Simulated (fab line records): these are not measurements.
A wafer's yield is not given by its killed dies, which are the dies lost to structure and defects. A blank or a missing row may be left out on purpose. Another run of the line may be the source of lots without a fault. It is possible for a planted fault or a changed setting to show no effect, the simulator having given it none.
The tool behind it: which one?	flow nand-harc	13 lots, 39 wafers sampled, at 5 steps of a route of 1159

## WHAT EACH GAUGE READ, for each wafer
NHARC_P_CONTACT_CD_MEAS_12 targets a cd of 90 nm. Usual: 90.0 nm for cd-nm, sd 0.93.
lot	measured	on	cd-nm (nm)	flag
L468	day 5 23:16	cd-sem-01	88.9 90.5 90.1	
L469	day 5 22:40	cd-sem-02	89.9 90.7 89.9	
L470	day 6 03:22	cd-sem-02	88.1 89.7 89.4	
L472	day 6 10:42	cd-sem-03	90.5 89.2 90.4	
L471	day 6 11:10	cd-sem-01	89.7 89.0 88.8	
L473	day 6 18:37	cd-sem-03	90.4 89.5 89.3	
L475	day 7 09:50	cd-sem-01	91.9 92.2 90.3	
L482	day 8 17:04	cd-sem-01	89.3 90.5 88.9	
L480	day 8 20:08	cd-sem-02	111.7 89.5 89.0	OFF
L484	day 9 14:38	cd-sem-01	90.0 92.5 92.1	
L488	day 10 09:30	cd-sem-01	91.3 91.0 92.5	
L489	day 10 22:08	cd-sem-02	88.3 90.6 90.1	
L490	day 10 22:17	cd-sem-01	91.4 90.4 91.0	

NHARC_P_CONTACT_OVL_MEAS_13. Usual: overlay-x-nm 0.4 nm, standard deviation 0.9; overlay-y-nm 0.1 nm, standard deviation 0.71.
lot	measured	on	overlay-x-nm (nm)	overlay-y-nm (nm)	flag
L468	day 5 23:20	overlay-01	0.2 0.7 0.8	0.3 -0.1 -0.3	
L469	day 5 22:45	overlay-01	1.3 0.4 0.6	-0.3 -0.8 0.1	
L470	day 6 03:27	overlay-01	1.0 0.9 1.7	0.7 0.7 0.5	
L472	day 6 10:47	overlay-02	0.9 1.0 0.8	-0.1 0.5 0.0	
L471	day 6 11:16	overlay-01	0.0 0.4 0.6	-0.2 -0.1 -0.5	
L473	day 6 18:41	overlay-01	-0.4 -0.3 -0.3	1.0 0.8 1.0	
L475	day 7 09:55	overlay-02	-0.2 -0.3 -0.6	0.9 1.3 1.6	
L482	day 8 17:10	overlay-02	1.6 1.4 1.1	-1.1 -1.5 -1.0	
L480	day 8 20:13	overlay-02	-2.3 -1.9 -2.0	0.1 0.1 -0.3	
L484	day 9 14:43	overlay-01	1.9 1.4 2.2	-0.1 -0.3 0.1	
L488	day 10 09:35	overlay-02	0.4 0.4 0.5	-0.8 -0.6 -0.6	
L489	day 10 22:14	overlay-02	1.5 1.3 1.2	-0.2 -0.3 0.3	
L490	day 10 22:23	overlay-01	1.8 1.4 1.7	-0.5 -0.1 -0.4	

## EACH LOT AND THE TOOL THAT RAN IT (in order: tool; ch and the chambers of the sampled wafers; start)
lot	NHARC_P_GATE_STRIP_75	NHARC_P_GATE_STRIP_113	NHARC_P_CONTACT_PEB_10
L468	plasma-asher-01 ch 0,1, day 5 14:46	plasma-asher-01 ch 1, day 5 17:56	litho-track-01 ch 0, day 5 23:11
L469	plasma-asher-02 ch 0,1, day 5 14:59	plasma-asher-02 ch 0, day 5 18:08	litho-track-01 ch 0, day 5 22:35
L470	plasma-asher-01 ch 0,1, day 5 19:43	plasma-asher-01 ch 0,1, day 5 22:46	litho-track-01 ch 0, day 6 03:17
L472	plasma-asher-02 ch 0,1, day 6 03:28	plasma-asher-01 ch 0,1, day 6 06:31	litho-track-01 ch 0, day 6 10:37
L471	plasma-asher-01 ch 0,1, day 6 03:47	plasma-asher-02 ch 0,1, day 6 07:18	litho-track-01 ch 0, day 6 11:05
L473	plasma-asher-01 ch 0,1, day 6 11:33	plasma-asher-01 ch 0,1, day 6 14:49	litho-track-04 ch 0, day 6 18:31
L475	plasma-asher-02 ch 0,1, day 7 02:26	plasma-asher-02 ch 0,1, day 7 05:31	litho-track-06 ch 0, day 7 09:45
L482	plasma-asher-02 ch 0,1, day 8 09:26	plasma-asher-02 ch 0,1, day 8 12:47	litho-track-04 ch 0, day 8 16:59
L480	plasma-asher-02 ch 0,1, day 8 12:35	plasma-asher-01 ch 0,1, day 8 16:01	litho-track-01 ch 0, day 8 20:03
L484	plasma-asher-02 ch 0,1, day 9 07:17	plasma-asher-02 ch 0,1, day 9 10:28	litho-track-06 ch 0, day 9 14:34
L488	plasma-asher-02 ch 0, day 10 01:49	plasma-asher-01 ch 0,1, day 10 04:58	litho-track-06 ch 0, day 10 09:25
L489	plasma-asher-01 ch 0,1, day 10 14:44	plasma-asher-02 ch 0,1, day 10 18:08	litho-track-04 ch 0, day 10 22:03
L490	plasma-asher-02 ch 0,1, day 10 15:01	plasma-asher-01 ch 0,1, day 10 18:06	litho-track-06 ch 0, day 10 22:13
- NHARC_P_GATE_STRIP_75: strips in O2.
- NHARC_P_GATE_STRIP_113: strips in N2/H2, time 740 s.
- NHARC_P_CONTACT_PEB_10: peb time 65 s.

## AS READ BY THE TOOLS THEMSELVES (means over the sampled wafers that have a number; for cases with no such wafer, the mark the record gives instead)
NHARC_P_GATE_STRIP_75. Usual: drypump-motor-current-A 5.66 A, standard deviation 0.27; heater-power-w 319 W, standard deviation 17.
lot	tool	drypump-motor-current-A (A)	heater-power-w (W)	flag
L468	plasma-asher-01	5.45	316	
L469	plasma-asher-02	5.83	303	
L470	plasma-asher-01	5.48	319	
L472	plasma-asher-02	5.98	303	
L471	plasma-asher-01	5.46	319	
L473	plasma-asher-01	5.45	318	
L475	plasma-asher-02	5.84	301	
L482	plasma-asher-02	5.97	310	
L480	plasma-asher-02	5.99	305	
L484	plasma-asher-02	5.84	314	
L488	plasma-asher-02	5.70	311	
L489	plasma-asher-01	5.46	323	
L490	plasma-asher-02	6.00	326	

NHARC_P_GATE_STRIP_113. Usual: drypump-motor-current-A 5.64 A, standard deviation 0.27; heater-power-w 85 W, standard deviation 4.7.
lot	tool	drypump-motor-current-A (A)	heater-power-w (W)	flag
L468	plasma-asher-01	5.49	83	
L469	plasma-asher-02	5.70	79	
L470	plasma-asher-01	5.44	85	
L472	plasma-asher-01	5.45	89	
L471	plasma-asher-02	5.84	81	
L473	plasma-asher-01	5.46	86	
L475	plasma-asher-02	5.99	80	
L482	plasma-asher-02	6.00	83	
L480	plasma-asher-01	5.46	85	
L484	plasma-asher-02	5.85	86	
L488	plasma-asher-01	5.45	88	
L489	plasma-asher-02	5.86	84	
L490	plasma-asher-01	5.43	90	

NHARC_P_CONTACT_PEB_10. Usual: 156.6 W for heater-power-total-W, sd 0.43.
lot	tool	heater-power-total-W (W)	flag
L468	litho-track-01	156.4	
L469	litho-track-01	156.8	
L470	litho-track-01	156.2	
L472	litho-track-01	156.8	
L471	litho-track-01	156.5	
L473	litho-track-04	156.4	
L475	litho-track-06	157.1	
L482	litho-track-04	156.7	
L480	litho-track-01	157.0	
L484	litho-track-06	157.2	
L488	litho-track-06	156.7	
L489	litho-track-04	156.8	
L490	litho-track-06	156.4	

## THE ANSWER, worked out from the rows above alone
Rule: lot off if the mean of its wafers having a number is beyond 3 standard deviations from the usual mean. Also off: a lot with no number at a reading for which 4 or more lots have one. Any other lot the step has rows for is counted as sound. First the gauges in route order, then the tools' own readings, where a lot's mean is used as printed above. The first step at which some lot is off is used, and at that step the reading that is off furthest; a lot without a number counts as furthest.
Off: L480 (NHARC_P_CONTACT_CD_MEAS_12, cd-nm).
A tool fits if, at a process step before that reading, it ran every lot that is off, and no sound lot after the first of them. Those tools and the gauges at NHARC_P_CONTACT_CD_MEAS_12 are tried in the same way. One candidate fits, namely litho-track-01 at NHARC_P_CONTACT_PEB_10. Its last sound lot is L471 (day 6 11:05), its first lot that is off L480 (day 8 20:03): a fault that began between those two fits.

## WHAT HAD BEEN PUT IN BY THE SIMULATOR
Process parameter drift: litho-track-01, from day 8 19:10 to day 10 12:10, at NHARC_P_CONTACT_PEB_10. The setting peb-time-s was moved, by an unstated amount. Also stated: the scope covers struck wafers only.
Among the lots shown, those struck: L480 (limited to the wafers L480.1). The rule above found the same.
